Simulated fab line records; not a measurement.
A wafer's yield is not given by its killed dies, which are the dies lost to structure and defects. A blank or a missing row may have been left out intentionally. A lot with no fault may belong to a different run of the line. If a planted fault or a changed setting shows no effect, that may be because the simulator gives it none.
Matching of chambers :: flow nand harc :: pecvd-02 running NHARC_A_DECK1_JOINT_DEP_16: 3 sister chambers
The step deposits SiO2, target thk 45 nm. 16 wafers are shown with their chamber, then 8 later ones without.

== EACH WAFER AND ITS CHAMBER ==
wafer: L074.1
chamber: 0
throttle valve pct (%): 15.6
heater power w (W): 551
flow sccm (sccm): 2657

wafer: L074.2
chamber: 1
throttle valve pct (%): 16.1
heater power w (W): 661
flow sccm (sccm): 2664

wafer: L074.5
chamber: 1
throttle valve pct (%): 16.3
heater power w (W): 657
flow sccm (sccm): 2654

wafer: L081.2
chamber: 2
throttle valve pct (%): 15.3
heater power w (W): 440
flow sccm (sccm): 2643

wafer: L081.3
chamber: 1
throttle valve pct (%): 16.3
heater power w (W): 579
flow sccm (sccm): 2640

wafer: L081.6
chamber: 0
throttle valve pct (%): 15.7
heater power w (W): 492
flow sccm (sccm): 2661

wafer: L082.1
chamber: 2
throttle valve pct (%): 15.3
heater power w (W): 436
flow sccm (sccm): 2644

wafer: L082.3
chamber: 0
throttle valve pct (%): 15.9
heater power w (W): 464
flow sccm (sccm): 2646

wafer: L082.5
chamber: 1
throttle valve pct (%): 16.4
heater power w (W): 610
flow sccm (sccm): 2644

wafer: L083.1
chamber: 0
throttle valve pct (%): 15.8
heater power w (W): 581
flow sccm (sccm): 2651

wafer: L083.2
chamber: 1
throttle valve pct (%): 16.3
heater power w (W): 583
flow sccm (sccm): 2656

wafer: L083.6
chamber: 2
throttle valve pct (%): 15.2
heater power w (W): 427
flow sccm (sccm): 2660

wafer: L085.1
chamber: 2
throttle valve pct (%): 15.4
heater power w (W): 540
flow sccm (sccm): 2671

wafer: L085.2
chamber: 0
throttle valve pct (%): 16.1
heater power w (W): 459
flow sccm (sccm): 2643

wafer: L085.4
chamber: 1
throttle valve pct (%): 16.5
heater power w (W): 666
flow sccm (sccm): 2651

wafer: L090.1
chamber: 2
throttle valve pct (%): 15.4
heater power w (W): 427
flow sccm (sccm): 2647

SIGNATURES, as means of the wafers listed above
reading: throttle valve pct
chamber 0: 15.820
chamber 1: 16.317
chamber 2: 15.320
scatter within a chamber: 0.143

reading: heater power w
chamber 0: 509.40
chamber 1: 626.00
chamber 2: 454.00
scatter within a chamber: 47.4

reading: flow sccm
chamber 0: 2651.60
chamber 1: 2651.50
chamber 2: 2653.00
scatter within a chamber: 9.55
Rule: for each reading, subtract the chamber's mean from the wafer's reading, divide by that reading's scatter and square the result; add these up over the readings and take the root, which gives the wafer's distance from the chamber. If the next closest chamber is less than 2 further off than the closest, the wafer can't be placed; otherwise it belongs to the closest. The scatter is the square root of a quotient: the sum, over the shown wafers, of each reading's squared deviation from its chamber's mean, divided by wafers minus chambers.

== WAFERS WHOSE CHAMBER IS MISSING ==
wafer: L090.2
throttle valve pct (%): 16.2
heater power w (W): 623
flow sccm (sccm): 2648

wafer: L090.5
throttle valve pct (%): 15.1
heater power w (W): 483
flow sccm (sccm): 2651

wafer: L091.2
throttle valve pct (%): 15.5
heater power w (W): 521
flow sccm (sccm): 2652

wafer: L091.4
throttle valve pct (%): 15.6
heater power w (W): 563
flow sccm (sccm): 2647

wafer: L091.5
throttle valve pct (%): 15.5
heater power w (W): 510
flow sccm (sccm): 2670

wafer: L096.2
throttle valve pct (%): 15.6
heater power w (W): 478
flow sccm (sccm): 2642

wafer: L096.4
throttle valve pct (%): 15.2
heater power w (W): 512
flow sccm (sccm): 2653

wafer: L096.6
throttle valve pct (%): 15.7
heater power w (W): 485
flow sccm (sccm): 2645

== THE CHAMBER EACH PASSED THROUGH ==
wafer: L090.2
from the rows above: 1
in truth: 1

wafer: L090.5
from the rows above: 2
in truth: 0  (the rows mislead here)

wafer: L091.2
from the rows above: can't be placed: 2 or 0
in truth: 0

wafer: L091.4
from the rows above: can't be placed: 0 or 2
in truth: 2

wafer: L091.5
from the rows above: can't be placed: 2 or 0
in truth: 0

wafer: L096.2
from the rows above: can't be placed: 0 or 2
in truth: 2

wafer: L096.4
from the rows above: 2
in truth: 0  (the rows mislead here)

wafer: L096.6
from the rows above: can't be placed: 0 or 2
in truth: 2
Placed correctly: 1 of 8. Cannot be placed on the basis of these rows: 5; the candidates contain the true chamber in 5. Wrongly placed: 2.
